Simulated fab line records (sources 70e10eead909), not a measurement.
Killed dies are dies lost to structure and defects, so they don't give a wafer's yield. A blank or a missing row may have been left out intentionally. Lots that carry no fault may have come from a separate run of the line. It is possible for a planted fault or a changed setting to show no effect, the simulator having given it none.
Struck lot and sound lot, side by side | flow nand-harc | 31 out of 1159 route steps
Sound: wafers L974.4, L974.5, L974.6. Wafers struck: L983.2, L983.3, L983.4. The cause is given at the end.
At each step with rows: each side's tool, then ch and its chambers, then its first start. Under that, the readings that differ: sound wafers | struck wafers | difference of the means | sigmas: that difference in standard deviations of wafers without a fault.
alike: readings whose means differ by less than 2 such deviations, and words and numbers that are the same on both sides. not compared: withheld readings, readings that some wafer has no value for, bounds like >300 that may hide the same value, and numbers for which the record gives no deviation and whose values overlap.
The two part at a step that has a row with sigmas, a row that says differs or no value, or rows on one side only. When numbers do not overlap yet have no deviation, they are printed without sigmas and do not part them. Lack of a reading on every wafer of one side parts them only where that side has two or more wafers.

first, 1 step without rows for these wafers: NHARC_A_CHANNEL_HOLE_D1_DEVELOP_09 (develop time 35 s).
NHARC_A_CHANNEL_HOLE_D1_CD_MEAS_10 targets a cd of 100 nm.
  sound on cd-sem-01 ch 0, day 8 04:43; struck on cd-sem-02 ch 0, day 10 20:21
  alike: cd-nm
NHARC_A_CHANNEL_HOLE_D1_OVL_MEAS_11:
  sound: overlay-01 at day 8 04:48; struck: overlay-01 at day 10 20:26
  reading           | sound       | struck         | difference | sigmas
  overlay-y-nm (nm) | 1.0 2.0 1.8 | -2.5 -2.9 -3.0 | -4.4       | -4
  alike: overlay-x-nm
NHARC_A_CHANNEL_HOLE_D1_INSPECT_12:
  sound: defect-inspect-01 at day 8 04:50; struck: defect-inspect-02 at day 10 20:28
  alike: raw-defect-count
NHARC_A_CHANNEL_HOLE_D1_DESCUM_15: chemistry O2, time 3 s.
  sound on rie-diel-08 ch 0,1,2, day 8 04:55; struck on rie-diel-08 ch 1,2,3, day 10 20:32
  alike: drypump-motor-current-A, oes-product-au, rf-vpp-V, showerhead-plenum-p-Torr, throttle-valve-pct
  not compared: rf-hours-counter-h
then, 4 steps without rows for these wafers: NHARC_A_CHANNEL_HOLE_D1_ETCH_38 (etches the open film in CF4, target depth 39 nm, time 65 s); NHARC_A_CHANNEL_HOLE_D1_ETCH_39 (etches the open film in N2/H2, target depth 260 nm, time 325 s); NHARC_A_CHANNEL_HOLE_D1_ETCH_34 (etches the open film in CF4/CHF3, target depth 154 nm, time 77 s); NHARC_A_CHANNEL_HOLE_D1_ETCH_16 (etches the open film in O2/COS, target depth 3100 nm, time 806 s).
NHARC_A_CHANNEL_HOLE_D1_CD_MEAS_18:
  sound: cd-sem-01 at day 8 06:01; struck: cd-sem-03 at day 10 21:38
  alike: cd-nm
then, 2 steps without rows for these wafers: NHARC_A_CHANNEL_HOLE_D1_ETCH_19 (etches the open film in C4F8/O2/Ar, time 34.5 s); NHARC_A_CHANNEL_HOLE_D1_ETCH_20 (etches the open film in C4F8/O2/Ar, time 361.9 s, target depth 1600 nm).
NHARC_A_CHANNEL_HOLE_D1_ETCH_21: etches the open film in C4F8/O2/Ar, time 514.3 s, target depth 1600 nm.
  sound on har-etch-01 ch 0,1, day 8 06:40; struck on har-etch-01 ch 0,1, day 10 22:12
  alike: drypump-motor-current-A, showerhead-plenum-p-Torr, throttle-valve-pct
  not compared: rf-hours-counter-h
then, 3 steps without rows for these wafers: NHARC_A_CHANNEL_HOLE_D1_ETCH_22 (etches the open film in C4F8/O2/Ar, time 666.7 s, target depth 1600 nm); NHARC_A_CHANNEL_HOLE_D1_ETCH_23 (etches the open film in C4F8/O2/Ar, time 819 s, target depth 1600 nm); NHARC_A_CHANNEL_HOLE_D1_ETCH_24 (etches the open film in C4F8/O2/Ar, time 906.2 s, target depth 1500 nm).
NHARC_A_CHANNEL_HOLE_D1_ETCH_25: etches the open film in C4F8/O2/Ar, time 1040.2 s, target depth 1500 nm.
  sound on har-etch-01 ch 0,1, day 8 09:17; struck on har-etch-01 ch 0,1, day 11 00:45
  alike: drypump-motor-current-A, showerhead-plenum-p-Torr, throttle-valve-pct
  not compared: rf-hours-counter-h
then, 1 step without rows for these wafers: NHARC_A_CHANNEL_HOLE_D1_ETCH_26 (etches the open film in C4F8/O2/Ar, time 224.1 s, target depth 300 nm).
NHARC_A_CHANNEL_HOLE_D1_ETCH_33: etches the open film in C4F8/O2/Ar, time 90 s, target depth 400 nm.
  sound on har-etch-01 ch 0,1, day 8 10:08; struck on har-etch-01 ch 0,1, day 11 01:44
  alike: drypump-motor-current-A, showerhead-plenum-p-Torr, throttle-valve-pct
  not compared: rf-hours-counter-h
then, 3 steps without rows for these wafers: NHARC_A_CHANNEL_HOLE_D1_STRIP_41 (strips in N2/H2); NHARC_A_CHANNEL_HOLE_D1_STRIP_42 (strips in CF4/CHF3); NHARC_A_CHANNEL_HOLE_D1_STRIP_43 (strips in O2/COS).
NHARC_A_CHANNEL_HOLE_D1_ETCH_44: etches the open film in CF4/O2, target depth 140 nm, overetch 14 nm, time 77 s.
  sound on rie-diel-09 ch 0,3, day 8 10:49; struck on rie-diel-10 ch 0,1,3, day 11 02:26
  alike: drypump-motor-current-A, oes-product-au, rf-vpp-V, showerhead-plenum-p-Torr, throttle-valve-pct
  not compared: rf-hours-counter-h
NHARC_A_CHANNEL_HOLE_D1_STRIP_27: strips in O2.
  sound on rie-diel-09 ch 0,3; struck on rie-diel-10 ch 0,1,2
  alike: drypump-motor-current-A, oes-product-au, rf-vpp-V, showerhead-plenum-p-Torr, throttle-valve-pct
  not compared: rf-hours-counter-h
then, 2 steps without rows for these wafers: NHARC_A_CHANNEL_HOLE_D1_PRECLEAN_28 (cleans in SC1); NHARC_A_CHANNEL_HOLE_D1_SRD_29.
NHARC_A_CHANNEL_HOLE_D1_CD_MEAS_30:
  sound: cd-sem-03 at day 8 11:38; struck: cd-sem-03 at day 11 03:14
  alike: cd-nm
next, for these wafers, 1 step has no rows: NHARC_A_CHANNEL_HOLE_D1_XSEM_31.
NHARC_A_CHANNEL_HOLE_D1_INSPECT_40:
  sound: defect-inspect-02 at day 8 11:48; struck: defect-inspect-02 at day 11 03:26
  reading          | sound    | struck      | difference | sigmas
  raw-defect-count | 61 76 68 | 716 735 707 | +651       | +31
then, 1 step without rows for these wafers: NHARC_A_CHANNEL_FILL_D1_PRECLEAN_00 (cleans in SC1).
-- jump in the record: it breaks off in module A_CHANNEL_FILL_D1 and resumes in module END (first step shown: number 1159 of the route), and 11 days separate the struck wafers' starts before and after --
NHARC_END_SORT_01:
  here the record holds rows for the struck wafers (prober-01 ch 0, day 22 02:41) but none for the sound ones

## WHERE THEY PART
First at NHARC_A_CHANNEL_HOLE_D1_OVL_MEAS_11; last, within this record, at NHARC_END_SORT_01.

WHY: whatever the simulator had introduced
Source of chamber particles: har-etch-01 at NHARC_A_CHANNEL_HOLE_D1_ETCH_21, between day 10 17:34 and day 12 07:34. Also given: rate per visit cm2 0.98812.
